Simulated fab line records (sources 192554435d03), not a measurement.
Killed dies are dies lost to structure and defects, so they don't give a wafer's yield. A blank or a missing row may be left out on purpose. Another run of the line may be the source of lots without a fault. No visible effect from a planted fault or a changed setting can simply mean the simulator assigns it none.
fab line records	flow n5-finfet
record lots=10	wafers=30	last-day=18
route steps=1938 shown SDB@364 DUMMY_REMOVAL@378 BEOL_M4@1111
lots that met no fault: taken from a fault-free run of the same line
start-h: hours from the record's first day to the start of the lot's first wafer shown	wait-h: hours elapsed since this lot's preceding step	" identical to the entry in the row above	L1.1+2: a single row standing in for several wafers	- no value, or no start given	* or withheld: withheld	< > ~ a bound
route shown NAME@n: a module of which the file shows steps, and the number in the route of the first	usual: average and standard deviation across the fault-free wafers	same: alike in all rows	chamber/n: place in a boat	sites: each site's reading	_std_site: standard deviation of those values	_edge_site: mean of outer sites minus mean of inner sites	radius-mm: how far each site lies from the wafer's centre	mask NAME#n: copy n	behind: the most recent tool/chamber to have shaped the wafer	hold: cause of the lot's hold/its duration in hours/its outcome	device: names the non-switching transistor (n, p or np)	end of line: tests of these same wafers at the route's end	for a step that has no rows: nothing shown but its recipe	killed: count of dies lost to structure and defects at first sort (not the wafer's yield)	map: the dies of a wafer, with x for killed, . for not killed, _ for no die there
set.NAME: the setting that was run; set.NAME@STEP: the one run at that earlier step	model.NAME: the simulator's own value behind a step, which no gauge read
a sample of lots followed through the steps of the route, with each step as a table and each wafer as a row
services: when a tool's chamber went out of use (start-h, in hours from the record's first day, below 0 if earlier), for how many hours, and the reason
## steps
# step N5_SDB_HM_OPEN_20
# recipe chemistry=CH3F/O2	target=SiNx	mask-material=SOC	target-depth-a=240	stop-on=poly-Si	over-etch-frac=0.4	ion-energy-ev=120	pressure-mtorr=30	source-w=395	bias-w=73	Ar_flow_sccm=150	CH3F_flow_sccm=30	O2_flow_sccm=20
# usual drypump-motor-current-A=5.7/0.52	oes-product-au=0.66/0.083	rf-vpp-V=294/5.5	showerhead-plenum-p-Torr=1.97/0.062	throttle-valve-pct=16.33/0.23
lot.wafer	tool	chamber	start-h	wait-h	drypump-motor-current-A	oes-product-au	rf-hours-counter-h	rf-vpp-V	showerhead-plenum-p-Torr	throttle-valve-pct
L282.1	rie-diel-06	1	79.48	0.0	4.9	0.68	81	305	2.03	16.07
L282.3	"	2	"	"	5.5	0.74	22	296	2.03	16.41
L282.5	"	2	"	"	5.5	0.76	-	297	2.03	16.43
L283.2	rie-diel-01	1	83.52	0.0	6.7	0.58	222	293	1.97	16.71
L283.5	"	0	"	"	6.0	0.68	-	291	2.03	16.28
L283.6	"	1	"	"	6.7	0.59	-	293	1.97	16.73
L284.3	rie-diel-02	2	89.33	0.0	5.4	0.55	241	294	1.89	16.63
L284.5	"	2	"	"	5.4	0.57	-	294	1.89	16.63
L284.6	"	1	"	"	5.3	0.58	-	297	1.91	16.47
L286.2	rie-diel-06	2	106.54	0.0	5.5	0.74	32	298	2.03	16.45
L286.3	"	0	"	"	5.5	0.58	236	281	1.89	16.58
L286.6	"	1	"	"	4.9	0.71	-	305	2.03	16.10
L291.2	rie-diel-02	2	134.27	0.0	5.4	0.56	249	296	1.89	16.65
L291.3	"	3	"	"	6.5	0.58	201	293	1.90	16.12
L291.5	"	0	"	"	5.6	0.60	-	289	1.90	16.35
L295.1	rie-diel-02	2	158.80	0.0	5.4	0.82	0	299	2.14	16.17
L295.2	"	0	"	"	5.6	0.60	180	290	1.90	16.37
L295.5	"	0	"	"	5.6	0.61	-	288	1.90	16.36
L297.1	rie-diel-06	1	170.99	0.0	4.9	0.65	120	302	2.02	16.14
L297.2	"	3	"	"	5.3	0.75	13	295	1.96	15.87
L297.5	"	0	"	"	5.5	0.81	-	286	2.13	16.09
L298.1	rie-diel-06	1	180.64	0.0	4.9	0.66	123	304	2.02	16.16
L298.2	"	2	"	"	5.5	0.69	60	296	2.02	16.50
L298.3	"	3	"	"	5.3	0.75	16	295	1.96	15.89
L299.1	rie-diel-06	3	183.91	0.0	5.3	0.74	17	295	1.96	15.88
L299.4	"	1	"	"	4.9	0.66	125	303	2.02	16.15
L299.5	"	2	"	"	5.5	0.71	-	297	2.01	16.50
L303.1	rie-diel-01	3	206.89	0.0	6.0	0.72	26	295	1.97	16.35
L303.5	"	1	"	"	6.7	0.76	-	292	1.96	16.32
L303.6	"	2	"	"	5.1	0.79	-	300	1.96	15.80
# step N5_SDB_INSPECT_36
# recipe inspect-instrument=darkfield	mode=post-cmp
# usual raw-defect-count=36/15
lot.wafer	tool	chamber	start-h	wait-h	raw-defect-count
L282.1	defect-inspect-02	-	83.10	0.0	51
L282.3	"	-	"	"	43
L282.5	"	-	"	"	35
L283.2	defect-inspect-02	-	87.18	0.0	31
L283.5	"	-	"	"	33
L283.6	"	-	"	"	22
L284.3	defect-inspect-02	-	93.67	0.0	33
L284.5	"	-	"	"	36
L284.6	"	-	"	"	37
L286.2	defect-inspect-01	-	111.39	0.0	30
L286.3	"	-	"	"	28
L286.6	"	-	"	"	44
L291.2	defect-inspect-01	-	137.94	0.0	13
L291.3	"	-	"	"	19
L291.5	"	-	"	"	19
L295.1	defect-inspect-02	-	162.42	0.0	33
L295.2	"	-	"	"	16
L295.5	"	-	"	"	18
L297.1	defect-inspect-02	-	174.61	0.0	22
L297.2	"	-	"	"	30
L297.5	"	-	"	"	20
L298.1	defect-inspect-01	-	185.18	0.0	51
L298.2	"	-	"	"	51
L298.3	"	-	"	"	63
L299.1	defect-inspect-01	-	189.01	0.0	29
L299.4	"	-	"	"	61
L299.5	"	-	"	"	22
L303.1	defect-inspect-02	-	211.01	0.0	26
L303.5	"	-	"	"	27
L303.6	"	-	"	"	38
# step N5_DUMMY_REMOVAL_STRIP_10
# recipe chemistry=N2/H2	time-s=40	power-w=100	temp-c=40	pressure-mtorr=100	rf-frequency-hz=6e+07	bias-power-w=3	n2-flow-sccm=300	h2-flow-sccm=300
# usual drypump-motor-current-A=5.6/0.44	oes-product-au=0.75/0.054	rf-vpp-V=45.4/0.93	showerhead-plenum-p-Torr=3.38/0.081	throttle-valve-pct=12.31/0.12
lot.wafer	tool	chamber	start-h	wait-h	drypump-motor-current-A	oes-product-au	rf-hours-counter-h	rf-vpp-V	showerhead-plenum-p-Torr	throttle-valve-pct
L282.1	rie-diel-04	0	83.16	0.0	6.2	0.74	166	46.7	3.38	12.34
L282.3	"	2	"	"	6.6	0.70	212	45.4	3.22	12.37
L282.5	"	2	"	"	6.6	0.70	-	46.2	3.22	12.37
L283.2	rie-diel-04	2	87.24	0.0	6.6	0.70	213	44.4	3.22	12.38
L283.5	"	1	"	"	5.6	0.81	-	45.3	3.40	12.35
L283.6	"	2	"	"	6.6	0.71	-	45.1	3.22	12.37
L284.3	rie-diel-03	2	93.74	0.0	5.1	0.70	221	45.7	3.46	12.21
L284.5	"	0	"	"	5.5	0.91	-	44.5	3.31	12.03
L284.6	"	3	"	"	5.6	0.78	-	47.2	3.51	12.38
L286.2	rie-diel-05	0	111.46	0.0	5.8	0.75	167	46.2	3.49	12.29
L286.3	"	2	"	"	5.3	0.73	154	43.8	3.37	12.11
L286.6	"	0	"	"	5.8	0.75	-	45.1	3.49	12.31
L291.2	rie-diel-03	2	138.07	0.0	5.1	0.68	236	43.6	3.45	12.23
L291.3	"	1	"	"	5.1	0.77	140	45.1	3.36	12.15
L291.5	"	1	"	"	5.1	0.78	-	45.8	3.36	12.15
L295.1	rie-diel-03	1	162.49	0.0	5.1	0.77	148	45.3	3.35	12.19
L295.2	"	3	"	"	5.6	0.77	155	44.4	3.50	12.44
L295.5	"	2	"	"	5.1	0.67	-	44.1	3.44	12.24
L297.1	rie-diel-05	2	174.68	0.0	5.3	0.73	175	46.4	3.35	12.16
L297.2	"	1	"	"	5.6	0.72	189	45.9	3.38	12.41
L297.5	"	1	"	"	5.6	0.71	-	47.4	3.37	12.40
L298.1	rie-diel-05	2	185.25	0.0	5.3	0.72	179	45.1	3.35	12.16
L298.2	"	0	"	"	5.8	0.72	191	45.3	3.48	12.35
L298.3	"	3	"	"	5.8	0.75	164	47.1	3.38	12.51
L299.1	rie-diel-04	2	189.08	0.0	6.5	0.69	236	43.6	3.21	12.42
L299.4	"	0	"	"	6.2	0.73	188	44.0	3.37	12.39
L299.5	"	1	"	"	5.6	0.79	-	45.6	3.38	12.41
L303.1	rie-diel-05	0	211.08	0.0	5.8	0.72	198	44.2	3.48	12.36
L303.5	"	2	"	"	5.3	0.72	-	46.0	3.35	12.19
L303.6	"	3	"	"	5.9	0.74	-	47.1	3.37	12.50
# step N5_DUMMY_REMOVAL_PRECLEAN_08
# recipe chemistry=NF3:NH3	afs-cycles=2	temp-c=30	time-s=20	sublimation-temp-c=180	sublimation-time-s=60	pressure-torr=3	rf-power-w=30
# usual time-s=20/0
lot.wafer	tool	chamber	start-h	wait-h	time-s
L282.1	remote-plasma-02	0	83.36	0.0	20
L282.3	"	0	"	"	20
L282.5	"	0	"	"	20
L283.2	remote-plasma-01	1	87.47	0.1	20
L283.5	"	1	"	"	20
L283.6	"	1	"	"	20
L284.3	remote-plasma-02	1	93.99	0.1	20
L284.5	"	1	"	"	20
L284.6	"	1	"	"	20
L286.2	remote-plasma-02	0	111.69	0.1	20
L286.3	"	0	"	"	20
L286.6	"	0	"	"	20
L291.2	remote-plasma-02	1	138.40	0.2	20
L291.3	"	1	"	"	20
L291.5	"	1	"	"	20
L295.1	remote-plasma-01	1	162.70	0.0	20
L295.2	"	1	"	"	20
L295.5	"	1	"	"	20
L297.1	remote-plasma-02	1	174.88	0.0	23.715
L297.2	"	1	"	"	23.715
L297.5	"	1	"	"	23.715
L298.1	remote-plasma-02	1	185.45	0.0	23.715
L298.2	"	1	"	"	23.715
L298.3	"	1	"	"	23.715
L299.1	remote-plasma-02	0	189.28	0.0	23.715
L299.4	"	0	"	"	23.715
L299.5	"	0	"	"	23.715
L303.1	remote-plasma-01	1	211.28	0.0	20
L303.5	"	1	"	"	20
L303.6	"	1	"	"	20
# step N5_BEOL_M4_RC_MEAS_101
# usual DIBL_N=36.2/1.6	DIBL_P=36.1/2	IOFF_N=0.16/0.032	IOFF_P=0.22/0.036	ION_N=672/11	ION_P=463/7.5	SS_N=71.4/0.58	SS_P=73.2/0.67	VT_N=250/3.3	VT_P=-250/3.3
lot.wafer	tool	chamber	start-h	wait-h	DIBL_N[mV/V]	DIBL_P[mV/V]	IOFF_N[nA/um]	IOFF_P[nA/um]	ION_N[uA/um]	ION_P[uA/um]	SS_N[mV/dec]	SS_P[mV/dec]	VT_N[mV]	VT_P[mV]
L282.1	prober-02	0	179.65	0.0	35.8	36.9	0.15	0.22	678	470	71.6	73.6	248	-250
L282.3	"	0	"	"	35.9	35.7	0.15	0.19	664	457	71.4	72.8	249	-252
L282.5	"	0	"	"	38.0	39.7	0.19	0.27	675	469	72.2	74.3	249	-249
L283.2	prober-02	0	181.64	0.2	36.3	35.6	0.16	0.23	683	474	71.8	73.3	247	-250
L283.5	"	0	"	"	37.3	37.0	0.18	0.25	680	465	71.7	73.5	247	-246
L283.6	"	0	"	"	37.1	36.1	0.16	0.22	680	472	71.6	73.8	248	-250
L284.3	prober-01	0	197.74	0.3	38.3	35.2	0.17	0.21	679	465	71.6	73.2	248	-249
L284.5	"	0	"	"	35.9	32.5	0.13	0.18	662	458	71.3	71.8	248	-251
L284.6	"	0	"	"	36.2	33.4	0.13	0.19	671	460	71.5	72.3	251	-250
L286.2	prober-02	0	217.83	0.2	36.2	36.8	0.15	0.20	654	455	72.1	73.0	252	-251
L286.3	"	0	"	"	35.3	34.3	0.12	0.17	665	461	71.8	72.3	255	-253
L286.6	"	0	"	"	37.4	39.0	0.18	0.23	671	458	71.7	74.2	248	-250
L291.2	prober-01	0	238.05	0.2	35.3	35.8	0.15	0.24	675	474	71.6	72.6	250	-246
L291.3	"	0	"	"	36.7	37.5	0.18	0.27	681	474	72.1	73.8	247	-243
L291.5	"	0	"	"	36.0	36.4	0.15	0.24	677	471	71.7	73.5	250	-247
L295.1	prober-02	0	270.23	0.0	35.3	35.2	0.15	0.20	676	465	71.4	73.8	248	-251
L295.2	"	0	"	"	41.1	40.7	0.29	0.29	699	466	73.2	74.8	240	-247
L295.5	"	0	"	"	36.6	37.4	0.17	0.23	674	466	71.1	73.8	247	-247
L297.1	prober-02	0	273.13	0.0	34.4	34.4	0.12	0.18	660	457	71.6	72.5	254	-253
L297.2	"	0	"	"	34.9	35.4	0.12	0.19	666	461	71.1	72.6	254	-250
L297.5	"	0	"	"	36.6	38.0	0.15	0.23	678	470	72.1	73.8	251	-250
L298.1	prober-02	0	286.14	0.0	34.7	35.3	0.14	0.23	668	463	71.3	73.0	253	-246
L298.2	"	0	"	"	32.5	31.9	0.12	0.18	677	467	70.6	72.5	251	-249
L298.3	"	0	"	"	36.8	37.0	0.19	0.26	680	472	71.6	73.2	245	-244
L299.1	prober-02	0	317.33	0.0	35.5	34.2	0.15	0.18	675	458	71.3	73.3	250	-255
L299.4	"	0	"	"	35.0	33.9	0.14	0.17	664	449	71.9	73.2	253	-252
L299.5	"	0	"	"	35.9	35.3	0.16	0.19	679	455	71.9	72.9	250	-251
L303.1	prober-02	0	339.85	0.0	38.7	39.5	0.20	0.25	694	469	72.4	73.6	244	-246
L303.5	"	0	"	"	36.5	37.2	0.16	0.22	679	470	72.2	73.4	250	-247
L303.6	"	0	"	"	34.7	35.7	0.13	0.20	661	465	71.4	72.2	252	-252
## services
tool	chamber	start-h	hours	kind
rie-diel-03	2	63.50	4.4	repair
rie-diel-05	3	63.51	2.7	repair
rie-diel-03	-	78.65	2.5	repair
rie-diel-02	-	96.68	28.1	pm
rie-diel-01	-	105.62	2.8	pm
rie-diel-06	3	116.09	-	clean
rie-diel-06	3	116.09	-	consumable-replace:focus-ring
rie-diel-06	3	116.09	18.1	scheduled-down
rie-diel-06	3	116.09	18.1	vent-cycle
rie-diel-04	-	118.88	14.6	pm
rie-diel-02	3	126.12	3.5	repair
rie-diel-02	2	139.13	-	clean
rie-diel-02	2	139.13	-	consumable-replace:focus-ring
rie-diel-02	2	139.13	-	consumable-replace:showerhead
rie-diel-06	0	141.86	-	clean
rie-diel-06	0	141.86	-	consumable-replace:focus-ring
rie-diel-06	0	141.86	-	consumable-replace:showerhead
rie-diel-06	0	141.86	17.7	scheduled-down
rie-diel-06	0	141.86	17.7	vent-cycle
rie-diel-02	3	143.67	19.0	repair
rie-diel-04	3	164.80	1.4	repair
remote-plasma-02	-	181.22	3.8	repair
rie-diel-03	1	194.09	2.4	repair
rie-diel-02	1	209.60	1.2	repair
## key
first-sign step=N5_DUMMY_REMOVAL_PRECLEAN_08	reading=time-s	direction=up	sigmas=99+	usual=*	struck=*
effect none on later readings
met-at N5_DUMMY_REMOVAL_PRECLEAN_08
struck-lots L297,L298,L299
not-acting-at N5_SDB_HM_OPEN_20,N5_SDB_INSPECT_36,N5_DUMMY_REMOVAL_STRIP_10
onset-between 138.40 174.88
fault kind=process-parameter-drift	tool=remote-plasma-02	chamber=-	onset-h=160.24	steps=N5_DUMMY_REMOVAL_PRECLEAN_08	channel=time-s	offset=*	shape=step	end-h=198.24	acts-in=*	stated=*
